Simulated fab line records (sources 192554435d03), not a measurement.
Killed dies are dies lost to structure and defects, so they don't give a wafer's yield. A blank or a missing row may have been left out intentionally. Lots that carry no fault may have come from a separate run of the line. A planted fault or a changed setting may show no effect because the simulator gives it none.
fab line records ; flow n5Finfet ; part 1 of 2: steps 1 to 23 of 32
record lots=5; wafers=15; lastDay=16
route steps=1938 shown BEOL_M5@1191 BEOL_M6@1194
lots with no fault: from the same line, run without faults
startH: hours from the record's opening day to when the first of the lot's shown wafers began ; waitH: hours from the lot's prior step to this one ; " identical to the entry in the row above ; L1.1+2: one row covering several wafers at once ; - value missing, or start not given ; * or withheld: withheld ; < > ~ a bound
route shown NAME@n: names a module that has steps shown in the file, with the first one's number in the route ; usual: the fault-free wafers' mean and standard deviation ; same: alike in all rows ; chamber/n: place in a boat ; sites: each site's reading ; _std_site: standard deviation across them ; _edge_site: the outer-site mean with the inner-site mean subtracted ; radiusMm: how far each site lies from the wafer's centre ; mask NAME#n: copy n ; behind: tool/chamber where the wafer was last shaped ; hold: why the lot was held/for how many hours/how that ended ; device: which transistor (n, p or np) failed to switch ; end of line: the same wafers' tests at the end of the route ; where a step has no rows: the recipe by itself ; killed: at the first sort, the dies lost to defects and structure; wafer yield is something else ; map: per-die view of a wafer (x killed, . not killed, _ where there is no die)
set.NAME: the setting as run; set.NAME@STEP: as run at that earlier step ; model.NAME: the simulator's own value behind a step, which no gauge read
lots at some steps of the route; a table a step, a row a wafer
services: when a tool's chamber went out of use (startH, in hours from the record's first day, below 0 if earlier), for how many hours, and the reason
## steps
# step N5_BEOL_M5_DEP_56
# recipe material=SiCN; targetThkA=80; tempC=withheld; precursor=3MS/NH3; pressureTorr=3; rfW=202; timeS=14
# usual showerheadPlenumPTorr=3.661/0.013; throttleValvePct=9.2/0.36
lot.wafer;tool;chamber;startH;waitH;showerheadPlenumPTorr;throttleValvePct
L075.1;pecvd-04;2;181.19;0.0;3.652;9.2
L075.2;pecvd-04;1;181.19;0.0;3.670;9.0
L075.3;pecvd-04;0;181.19;0.0;3.650;9.3
L089.4;pecvd-04;2;259.73;0.0;3.652;9.4
L089.5;pecvd-04;0;259.73;0.0;3.651;9.4
L089.6;pecvd-04;1;259.73;0.0;3.672;8.9
L090.2;pecvd-03;0;275.71;0.0;3.680;10.0
L090.4;pecvd-03;2;275.71;0.0;3.658;8.7
L090.6;pecvd-03;1;275.71;0.0;3.646;9.2
L093.1;pecvd-04;2;287.99;0.0;3.656;9.3
L093.5;pecvd-04;2;287.99;0.0;3.655;9.3
L093.6;pecvd-04;1;287.99;0.0;3.671;9.1
L096.1;pecvd-03;1;308.34;0.0;3.641;9.3
L096.2;pecvd-03;0;308.34;0.0;3.680;9.8
L096.3;pecvd-03;1;308.34;0.0;3.657;9.1
# step N5_BEOL_M5_RS_MEAS_57
# recipe thkMeasGauge=four-point-probe; reads=Co_of_BEOL_M5_CO_CAP_78+Cu_of_BEOL_M5_ECD_50+Co_of_BEOL_M5_CVD_47+TaN_of_BEOL_M5_ALD_86
# usual M5_RS=0.394/0.014
lot.wafer;tool;chamber;startH;waitH;M5_RS[ohm/sq]
L075.1;filmMetro-01;-;181.25;0.0;0.381
L075.2;filmMetro-01;-;181.25;0.0;0.397
L075.3;filmMetro-01;-;181.25;0.0;0.391
L089.4;filmMetro-02;-;259.78;0.0;0.388
L089.5;filmMetro-02;-;259.78;0.0;0.389
L089.6;filmMetro-02;-;259.78;0.0;0.382
L090.2;filmMetro-01;-;275.78;0.1;0.380
L090.4;filmMetro-01;-;275.78;0.1;0.374
L090.6;filmMetro-01;-;275.78;0.1;0.384
L093.1;filmMetro-02;-;288.05;0.0;0.401
L093.5;filmMetro-02;-;288.05;0.0;0.378
L093.6;filmMetro-02;-;288.05;0.0;0.399
L096.1;filmMetro-02;-;308.43;0.1;0.424
L096.2;filmMetro-02;-;308.43;0.1;0.383
L096.3;filmMetro-02;-;308.43;0.1;0.400
# step N5_BEOL_M5_INSPECT_58
# recipe inspectInstrument=darkfield; mode=postDep
# usual rawDefectCount=72/24
lot.wafer;tool;chamber;startH;waitH;rawDefectCount
L075.1;defectInspect-01;-;181.28;0.0;95
L075.2;defectInspect-01;-;181.28;0.0;87
L075.3;defectInspect-01;-;181.28;0.0;56
L089.4;defectInspect-01;-;259.81;0.0;55
L089.5;defectInspect-01;-;259.81;0.0;81
L089.6;defectInspect-01;-;259.81;0.0;61
L090.2;defectInspect-01;-;275.80;0.0;68
L090.4;defectInspect-01;-;275.80;0.0;64
L090.6;defectInspect-01;-;275.80;0.0;50
L093.1;defectInspect-01;-;288.08;0.0;32
L093.5;defectInspect-01;-;288.08;0.0;51
L093.6;defectInspect-01;-;288.08;0.0;56
L096.1;defectInspect-02;-;308.45;0.0;60
L096.2;defectInspect-02;-;308.45;0.0;83
L096.3;defectInspect-02;-;308.45;0.0;76
# step N5_BEOL_M6_ILD_DEP_00
# recipe material=SiCOH_lowk; targetThkA=1797.5; tempC=300; precursor=DEMS/porogen; pressureTorr=5; rfW=500; timeS=33.4
# usual heaterPowerW=303/45; showerheadPlenumPTorr=5.738/0.012; throttleValvePct=14.2/0.48
lot.wafer;tool;chamber;startH;waitH;heaterPowerW;showerheadPlenumPTorr;throttleValvePct
L075.1;pecvd-01;1;181.32;0.0;365;5.717;14.6
L075.2;pecvd-01;0;181.32;0.0;287;5.748;14.9
L075.3;pecvd-01;2;181.32;0.0;258;5.741;13.5
L089.4;pecvd-04;2;259.87;0.1;262;5.732;14.4
L089.5;pecvd-04;0;259.87;0.1;252;5.728;14.5
L089.6;pecvd-04;1;259.87;0.1;382;5.740;13.7
L090.2;pecvd-04;1;275.84;0.0;350;5.750;14.1
L090.4;pecvd-04;1;275.84;0.0;347;5.754;13.9
L090.6;pecvd-04;0;275.84;0.0;252;5.721;14.1
L093.1;pecvd-01;1;288.12;0.0;314;5.745;14.6
L093.5;pecvd-01;1;288.12;0.0;328;5.742;14.3
L093.6;pecvd-01;0;288.12;0.0;271;5.738;14.6
L096.1;pecvd-01;2;308.49;0.0;292;5.738;13.8
L096.2;pecvd-01;1;308.49;0.0;366;5.740;14.8
L096.3;pecvd-01;0;308.49;0.0;296;5.748;14.9
# step N5_BEOL_M6_CURE_74
# recipe tempC=385; timeS=240; ambient=He/Ar; material=SiCOH_lowk
# usual lampPowerPct=52.31/0.052; wafer_temp_C_max=386.8/0.8
lot.wafer;tool;chamber;startH;waitH;lampPowerPct;wafer_temp_C_max
L075.1;uvCure-01;0;182.57;1.2;52.25;386.1
L075.2;uvCure-01;0;182.57;1.2;52.35;385.9
L075.3;uvCure-01;0;182.57;1.2;52.29;385.8
L089.4;uvCure-01;2;260.15;0.3;52.26;386.4
L089.5;uvCure-01;2;260.15;0.3;52.35;387.0
L089.6;uvCure-01;2;260.15;0.3;52.21;386.4
L090.2;uvCure-03;2;275.98;0.1;52.31;387.3
L090.4;uvCure-03;2;275.98;0.1;52.36;387.4
L090.6;uvCure-03;2;275.98;0.1;52.31;387.0
L093.1;uvCure-03;1;288.18;0.0;52.29;387.9
L093.5;uvCure-03;1;288.18;0.0;52.33;389.1
L093.6;uvCure-03;1;288.18;0.0;52.40;387.9
L096.1;uvCure-01;2;308.55;0.0;52.33;387.0
L096.2;uvCure-01;2;308.55;0.0;52.27;386.3
L096.3;uvCure-01;2;308.55;0.0;52.28;386.4
# step N5_BEOL_M6_THK_MEAS_01
# recipe reads=SiCOH_lowk_of_BEOL_M6_ILD_DEP_00
# usual M6_ILD_THK=155.2/2.4
lot.wafer;tool;chamber;startH;waitH;M6_ILD_THK[nm]
L075.1;filmMetro-02;-;183.08;0.4;153.9
L075.2;filmMetro-02;-;183.08;0.4;153.7
L075.3;filmMetro-02;-;183.08;0.4;155.3
L089.4;filmMetro-01;-;260.42;0.2;154.7
L089.5;filmMetro-01;-;260.42;0.2;152.6
L089.6;filmMetro-01;-;260.42;0.2;156.5
L090.2;filmMetro-01;-;276.42;0.4;154.8
L090.4;filmMetro-01;-;276.42;0.4;158.1
L090.6;filmMetro-01;-;276.42;0.4;156.3
L093.1;filmMetro-01;-;288.71;0.4;153.9
L093.5;filmMetro-01;-;288.71;0.4;157.4
L093.6;filmMetro-01;-;288.71;0.4;158.3
L096.1;filmMetro-01;-;309.07;0.4;158.3
L096.2;filmMetro-01;-;309.07;0.4;155.9
L096.3;filmMetro-01;-;309.07;0.4;155.2
# step N5_BEOL_M6_PECVD_70
# recipe material=SiO2; targetThkA=200; tempC=400; precursor=TEOS/O2; pressureTorr=5.5; rfW=450; teosFlowSccm=53.8; gas=O2; flowSccm=3000; timeS=22.7
# usual heaterPowerW=714/81; showerheadPlenumPTorr=8.77/0.043; throttleValvePct=22.9/0.62
lot.wafer;tool;chamber;startH;waitH;heaterPowerW;showerheadPlenumPTorr;throttleValvePct
L075.1;pecvd-04;2;183.12;0.0;734;8.75;23.1
L075.2;pecvd-04;0;183.12;0.0;619;8.73;22.8
L075.3;pecvd-04;1;183.12;0.0;848;8.83;22.3
L089.4;pecvd-04;2;260.48;0.1;698;8.73;23.2
L089.5;pecvd-04;0;260.48;0.1;602;8.73;23.2
L089.6;pecvd-04;1;260.48;0.1;728;8.83;22.5
L090.2;pecvd-01;0;276.45;0.0;598;8.80;24.0
L090.4;pecvd-01;0;276.45;0.0;605;8.80;23.8
L090.6;pecvd-01;1;276.45;0.0;756;8.78;23.5
L093.1;pecvd-01;2;288.75;0.0;664;8.78;22.2
L093.5;pecvd-01;1;288.75;0.0;821;8.80;23.3
L093.6;pecvd-01;0;288.75;0.0;592;8.81;23.6
L096.1;pecvd-02;1;309.10;0.0;658;8.73;22.9
L096.2;pecvd-02;0;309.10;0.0;750;8.84;23.2
L096.3;pecvd-02;2;309.10;0.0;693;8.69;20.8
# step N5_BEOL_M6_HM_DEP_02
# recipe material=TiN; targetThkA=200; tempC=25; chamberPressurePa=0.49996
# usual chamberPressurePa=0.5000/0.001; throttleValvePct=29.6/1
lot.wafer;tool;chamber;startH;waitH;chamberPressurePa;throttleValvePct
L075.1;pvdSputter-01;-;183.53;0.4;0.5008;29.0
L075.2;pvdSputter-01;-;183.53;0.4;0.4997;32.0
L075.3;pvdSputter-01;-;183.53;0.4;0.5006;28.5
L089.4;pvdSputter-01;-;262.38;1.9;0.5010;29.5
L089.5;pvdSputter-01;-;262.38;1.9;0.5005;28.5
L089.6;pvdSputter-01;-;262.38;1.9;0.4994;29.4
L090.2;pvdSputter-02;-;277.31;0.8;0.5020;30.3
L090.4;pvdSputter-02;-;277.31;0.8;0.4989;30.1
L090.6;pvdSputter-02;-;277.31;0.8;0.5002;30.6
L093.1;pvdSputter-03;-;290.52;1.8;0.4992;30.4
L093.5;pvdSputter-03;-;290.52;1.8;0.5002;28.9
L093.6;pvdSputter-03;-;290.52;1.8;0.5007;28.9
L096.1;pvdSputter-01;-;309.96;0.8;0.4998;29.3
L096.2;pvdSputter-01;-;309.96;0.8;0.5011;29.5
L096.3;pvdSputter-01;-;309.96;0.8;0.5005;28.2
# step N5_BEOL_M6_COAT_59
# recipe resist=SOC; tempC=250; timeS=60; spinRpm=1500; resistThkNm=100
lot.wafer;tool;chamber;startH;waitH
L075.1+2+3;lithoTrack-02;0;183.66;0.1
L089.4+5+6;lithoTrack-04;0;262.51;0.1
L090.2+4+6;lithoTrack-02;0;277.44;0.1
L093.1+5+6;lithoTrack-01;0;290.64;0.1
L096.1+2+3;lithoTrack-04;0;310.08;0.1
# step N5_BEOL_M6_COAT_60
# recipe resist=SiARC; tempC=220; timeS=60; spinRpm=1500; resistThkNm=35
lot.wafer;tool;chamber;startH;waitH
L075.1+2+3;lithoTrack-02;0;-;-
L089.4+5+6;lithoTrack-04;0;-;-
L090.2+4+6;lithoTrack-02;0;-;-
L093.1+5+6;lithoTrack-01;0;-;-
L096.1+2+3;lithoTrack-04;0;-;-
# step N5_BEOL_M6_COAT_05
# recipe resist=CAR-ArF; spinRpm=1500; resistThkNm=90
lot.wafer;tool;chamber;startH;waitH
L075.1+2+3;lithoTrack-02;0;-;-
L089.4+5+6;lithoTrack-04;0;-;-
L090.2+4+6;lithoTrack-02;0;-;-
L093.1+5+6;lithoTrack-01;0;-;-
L096.1+2+3;lithoTrack-04;0;-;-
# step N5_BEOL_M6_EBR_07
# recipe solvent=PGMEA; ebrWidthMm=1.5
lot.wafer;tool;chamber;startH;waitH
L075.1+2+3;lithoTrack-02;0;-;-
L089.4+5+6;lithoTrack-04;0;-;-
L090.2+4+6;lithoTrack-02;0;-;-
L093.1+5+6;lithoTrack-01;0;-;-
L096.1+2+3;lithoTrack-04;0;-;-
# step N5_BEOL_M6_SOFTBAKE_06
# recipe tempC=110; timeS=60; resist=CAR-ArF
lot.wafer;tool;chamber;startH;waitH
L075.1+2+3;lithoTrack-02;0;-;-
L089.4+5+6;lithoTrack-04;0;-;-
L090.2+4+6;lithoTrack-02;0;-;-
L093.1+5+6;lithoTrack-01;0;-;-
L096.1+2+3;lithoTrack-04;0;-;-
# step N5_BEOL_M6_EXPOSE_08
# recipe maskId=M6; na=1.35; sourceShape=dipole; sigmaInner=0.817; sigmaOuter=0.97; polarization=te; doseMj=68.25
# usual reticleTempC=22.98/0.11
lot.wafer;tool;chamber;startH;waitH;mask;reticleTempC
L075.1;arfiScanner-02;0;183.90;-;M6#0;22.95
L075.2;arfiScanner-02;0;183.90;-;M6#0;23.07
L075.3;arfiScanner-02;0;183.90;-;M6#0;23.10
L089.4;arfiScanner-02;0;262.77;-;M6#0;22.99
L089.5;arfiScanner-02;0;262.77;-;M6#0;23.06
L089.6;arfiScanner-02;0;262.77;-;M6#0;23.06
L090.2;arfiScanner-02;0;277.69;-;M6#0;22.96
L090.4;arfiScanner-02;0;277.69;-;M6#0;23.06
L090.6;arfiScanner-02;0;277.69;-;M6#0;22.82
L093.1;arfiScanner-03;0;290.89;-;M6#0;23.15
L093.5;arfiScanner-03;0;290.89;-;M6#0;23.15
L093.6;arfiScanner-03;0;290.89;-;M6#0;23.09
L096.1;arfiScanner-02;0;310.33;-;M6#0;23.09
L096.2;arfiScanner-02;0;310.33;-;M6#0;22.92
L096.3;arfiScanner-02;0;310.33;-;M6#0;23.02
# step N5_BEOL_M6_PEB_09
# recipe pebTempC=withheld; pebTimeS=60; resist=CAR-ArF
lot.wafer;tool;chamber;startH;waitH
L075.1+2+3;lithoTrack-01;0;183.96;0.1
L089.4+5+6;lithoTrack-02;0;262.82;0.0
L090.2+4+6;lithoTrack-01;0;277.74;0.0
L093.1+5+6;lithoTrack-04;0;290.95;0.1
L096.1+2+3;lithoTrack-04;0;310.39;0.1
# step N5_BEOL_M6_DEVELOP_10
# recipe developTimeS=30; developer=TMAH; resist=CAR-ArF; rinseLiquid=diw; dry=airSpin; devTempC=23
# same developTimeS=30
lot.wafer;tool;chamber;startH;waitH
L075.1+2+3;lithoTrack-01;0;-;-
L089.4+5+6;lithoTrack-02;0;-;-
L090.2+4+6;lithoTrack-01;0;-;-
L093.1+5+6;lithoTrack-04;0;-;-
L096.1+2+3;lithoTrack-04;0;-;-
# step N5_BEOL_M6_CD_MEAS_11
# recipe targetCdNm=38.5; landingEnergyEv=500; detector=seInlens; polarity=opening
# usual cdNm=38.6/0.65
lot.wafer;tool;chamber;startH;waitH;cdNm
L075.1;cdSem-03;0;184.03;-;39.7
L075.2;cdSem-03;0;184.03;-;38.7
L075.3;cdSem-03;0;184.03;-;39.5
L089.4;cdSem-03;0;262.88;-;38.3
L089.5;cdSem-03;0;262.88;-;38.4
L089.6;cdSem-03;0;262.88;-;39.3
L090.2;cdSem-02;0;277.81;-;38.4
L090.4;cdSem-02;0;277.81;-;38.5
L090.6;cdSem-02;0;277.81;-;38.6
L093.1;cdSem-01;0;291.01;-;38.5
L093.5;cdSem-01;0;291.01;-;38.1
L093.6;cdSem-01;0;291.01;-;37.9
L096.1;cdSem-03;0;310.45;-;38.3
L096.2;cdSem-03;0;310.45;-;38.0
L096.3;cdSem-03;0;310.45;-;38.4
# step N5_BEOL_M6_OVL_MEAS_12
# recipe pointsPerWafer=44
# usual M6_OVL=0.2/0.75
lot.wafer;tool;chamber;startH;waitH;M6_OVL[nm]
L075.1;overlay-01;0;184.06;0.0;0.5
L075.2;overlay-01;0;184.06;0.0;1.0
L075.3;overlay-01;0;184.06;0.0;0.2
L089.4;overlay-02;0;262.91;0.0;-0.2
L089.5;overlay-02;0;262.91;0.0;0.2
L089.6;overlay-02;0;262.91;0.0;-1.0
L090.2;overlay-02;0;277.84;0.0;0.2
L090.4;overlay-02;0;277.84;0.0;0.8
L090.6;overlay-02;0;277.84;0.0;0.2
L093.1;overlay-02;0;291.05;0.0;-0.4
L093.5;overlay-02;0;291.05;0.0;-0.2
L093.6;overlay-02;0;291.05;0.0;0.6
L096.1;overlay-01;0;310.48;0.0;1.4
L096.2;overlay-01;0;310.48;0.0;1.1
L096.3;overlay-01;0;310.48;0.0;1.2
# step N5_BEOL_M6_INSPECT_13
# recipe mode=adi; inspectInstrument=brightfield
# usual rawDefectCount=393/89
lot.wafer;tool;chamber;startH;waitH;rawDefectCount
L075.1;defectInspect-02;-;184.09;0.0;313
L075.2;defectInspect-02;-;184.09;0.0;325
L075.3;defectInspect-02;-;184.09;0.0;309
L089.4;defectInspect-01;-;262.94;0.0;407
L089.5;defectInspect-01;-;262.94;0.0;402
L089.6;defectInspect-01;-;262.94;0.0;367
L090.2;defectInspect-01;-;277.86;0.0;313
L090.4;defectInspect-01;-;277.86;0.0;301
L090.6;defectInspect-01;-;277.86;0.0;338
L093.1;defectInspect-01;-;291.07;0.0;253
L093.5;defectInspect-01;-;291.07;0.0;465
L093.6;defectInspect-01;-;291.07;0.0;271
L096.1;defectInspect-02;-;310.51;0.0;356
L096.2;defectInspect-02;-;310.51;0.0;407
L096.3;defectInspect-02;-;310.51;0.0;527
# step N5_BEOL_M6_DESCUM_16
# recipe chemistry=O2; timeS=7.9; sourcePowerW=50; biasPowerW=20; pressureMtorr=20; rfFrequencyHz=2.712e+07; tempC=40; resist=CAR-ArF; o2FlowSccm=225
# usual biasPowerW=20.00/0.055; chamberPressureMTorr=19.999/0.017; drypumpMotorCurrentA=5.7/0.49; oesProductAu=0.80/0.075; rfVppV=243.0/1.2; showerheadPlenumPTorr=2.08/0.047; throttleValvePct=20.50/0.24
lot.wafer;tool;chamber;startH;waitH;biasPowerW;chamberPressureMTorr;drypumpMotorCurrentA;oesProductAu;rfHoursCounterH;rfVppV;showerheadPlenumPTorr;throttleValvePct
L075.1;rieDiel-01;0;184.52;0.4;19.95;20.011;6.3;0.77;142;244.4;2.11;20.52
L075.2;rieDiel-01;1;184.52;0.4;19.93;20.010;5.7;0.68;225;241.7;2.08;21.21
L075.3;rieDiel-01;3;184.52;0.4;20.03;19.998;6.0;0.79;99;242.9;2.09;20.43
L089.4;rieDiel-01;2;263.50;0.6;19.94;20.030;5.3;0.72;-;244.6;2.16;20.42
L089.5;rieDiel-01;3;263.50;0.6;20.12;19.976;6.0;0.77;-;243.4;2.08;20.47
L089.6;rieDiel-01;0;263.50;0.6;19.93;19.978;6.3;0.74;-;244.0;2.10;20.55
L090.2;rieDiel-05;1;277.90;0.0;20.03;19.983;5.8;0.83;86;241.2;2.05;20.60
L090.4;rieDiel-05;0;277.90;0.0;19.99;20.014;5.1;0.83;99;240.8;2.02;20.36
L090.6;rieDiel-05;2;277.90;0.0;20.01;19.987;6.7;0.70;-;241.7;2.05;20.89
L093.1;rieDiel-01;1;291.10;0.0;19.97;20.018;5.7;1.00;1;243.7;2.07;20.77
L093.5;rieDiel-01;1;291.10;0.0;19.97;20.003;5.7;1.00;-;242.9;2.07;20.78
L093.6;rieDiel-01;2;291.10;0.0;19.94;20.018;5.3;0.72;-;245.4;2.15;20.45
L096.1;rieDiel-04;1;310.81;0.3;20.02;20.005;5.4;0.82;103;242.9;2.12;20.54
L096.2;rieDiel-04;2;310.81;0.3;19.91;19.995;5.4;0.86;59;242.8;2.05;20.31
L096.3;rieDiel-04;0;310.81;0.3;19.92;20.000;5.9;0.75;173;241.4;1.99;20.34
# step N5_BEOL_M6_ETCH_61
# recipe chemistry=CF4; target=SiARC; targetDepthA=455; maskMaterial=CAR-ArF; timeS=75.8; ionEnergyEv=80; pressureMtorr=40; sourceW=545; biasW=36; Ar_flow_sccm=100; cf4FlowSccm=100; ends=cleared
# usual chamberPressureMTorr=40.00/0.034; drypumpMotorCurrentA=5.7/0.49; etchRfOnTimeS=76.4/1.9; mfcArSccm=100.05/0.28; oesProductAu=0.68/0.062; rfVppV=183.9/1; showerheadPlenumPTorr=2.14/0.053; throttleValvePct=15.71/0.21
lot.wafer;tool;chamber;startH;waitH;chamberPressureMTorr;drypumpMotorCurrentA;etchRfOnTimeS;mfcArSccm;oesProductAu;rfHoursCounterH;rfVppV;showerheadPlenumPTorr;throttleValvePct
L075.1;rieDiel-01;0;184.56;0.0;40.02;6.3;75.4;99.61;0.67;142;185.6;2.18;15.76
L075.2;rieDiel-01;1;184.56;0.0;40.04;5.7;78.8;100.33;0.58;225;185.2;2.10;16.12
L075.3;rieDiel-01;3;184.56;0.0;39.97;6.0;77.8;99.47;0.67;100;186.1;2.18;15.78
L089.4;rieDiel-01;2;263.54;0.0;39.96;5.3;76.0;100.19;0.63;-;186.4;2.22;15.75
L089.5;rieDiel-01;3;263.54;0.0;40.00;6.0;77.5;100.92;0.66;-;183.5;2.17;15.85
L089.6;rieDiel-01;0;263.54;0.0;40.04;6.3;75.5;100.55;0.66;-;184.4;2.17;15.82
L090.2;rieDiel-05;1;277.93;0.0;40.02;5.8;76.4;100.42;0.70;86;183.9;2.07;15.57
L090.4;rieDiel-05;0;277.93;0.0;40.03;5.1;74.2;99.76;0.70;99;183.1;2.09;15.56
L090.6;rieDiel-05;2;277.93;0.0;40.01;6.7;81.5;100.00;0.57;-;183.5;2.10;16.09
L093.1;rieDiel-01;1;291.14;0.0;40.06;5.7;73.1;100.13;0.86;1;183.4;2.09;15.65
L093.5;rieDiel-01;1;291.14;0.0;40.05;5.7;73.0;99.89;0.86;-;183.1;2.09;15.64
L093.6;rieDiel-01;2;291.14;0.0;39.95;5.3;76.2;99.82;0.61;-;185.2;2.22;15.77
L096.1;rieDiel-04;1;310.84;0.0;40.02;5.4;74.9;100.40;0.68;103;185.3;2.16;15.69
L096.2;rieDiel-04;2;310.84;0.0;40.04;5.3;75.8;100.53;0.73;59;185.1;2.08;15.36
L096.3;rieDiel-04;0;310.84;0.0;40.05;5.9;77.8;100.25;0.62;173;182.1;2.04;15.63
# step N5_BEOL_M6_ETCH_62
# recipe chemistry=N2/H2; target=SOC; targetDepthA=1100; overetchA=220; maskMaterial=SiARC; tempC=40; timeS=165; ionEnergyEv=200; pressureMtorr=30; sourceW=840; biasW=150; n2FlowSccm=200; h2FlowSccm=200
# usual chamberPressureMTorr=29.997/0.027; drypumpMotorCurrentA=5.7/0.49; oesProductAu=0.67/0.056; rfVppV=523.5/1.9; showerheadPlenumPTorr=2.53/0.064; throttleValvePct=17.97/0.3
lot.wafer;tool;chamber;startH;waitH;chamberPressureMTorr;drypumpMotorCurrentA;oesProductAu;rfHoursCounterH;rfVppV;showerheadPlenumPTorr;throttleValvePct
L075.1;rieDiel-01;0;184.61;0.0;29.991;6.3;0.67;142;524.2;2.58;17.99
L075.2;rieDiel-01;1;184.61;0.0;30.037;5.7;0.59;225;523.2;2.52;18.60
L075.3;rieDiel-01;3;184.61;0.0;29.964;6.0;0.68;100;524.7;2.56;17.88
L089.4;rieDiel-01;2;263.64;0.1;29.993;5.3;0.62;-;526.5;2.65;18.03
L089.5;rieDiel-01;3;263.64;0.1;29.971;6.0;0.66;-;524.5;2.55;17.93
L089.6;rieDiel-01;0;263.64;0.1;29.980;6.3;0.64;-;523.9;2.57;18.03
L090.2;rieDiel-05;1;277.99;0.0;29.952;5.8;0.69;86;521.4;2.43;17.63
L090.4;rieDiel-05;0;277.99;0.0;29.961;5.1;0.68;99;521.8;2.46;17.79
L090.6;rieDiel-05;2;277.99;0.0;30.019;6.7;0.60;-;521.1;2.53;18.63
L093.1;rieDiel-01;1;291.19;0.0;30.009;5.8;0.83;1;522.9;2.51;18.16
L093.5;rieDiel-01;1;291.19;0.0;30.038;5.8;0.82;-;522.9;2.51;18.17
L093.6;rieDiel-01;2;291.19;0.0;30.037;5.3;0.62;-;526.3;2.64;18.03
L096.1;rieDiel-04;1;310.90;0.0;30.041;5.4;0.68;103;523.6;2.58;17.91
L096.2;rieDiel-04;2;310.90;0.0;30.016;5.4;0.72;59;521.7;2.50;17.77
L096.3;rieDiel-04;0;310.90;0.0;29.981;5.9;0.62;173;522.7;2.45;18.06
# step N5_BEOL_M6_STRIP_68
# recipe chemistry=N2/H2; tempC=40; n2FlowSccm=200; h2FlowSccm=200; rfFrequencyHz=6e+07
lot.wafer;tool;chamber;startH;waitH
L075.1+2+3;rieDiel-01;0,1,3;184.75;0.1
L089.4+5+6;rieDiel-01;2,3,0;263.71;0.0
L090.2+4+6;rieDiel-05;1,0,2;278.12;0.1
L093.1+5+6;rieDiel-01;1,1,2;291.33;0.1
L096.1+2+3;rieDiel-04;1,2,0;311.03;0.1
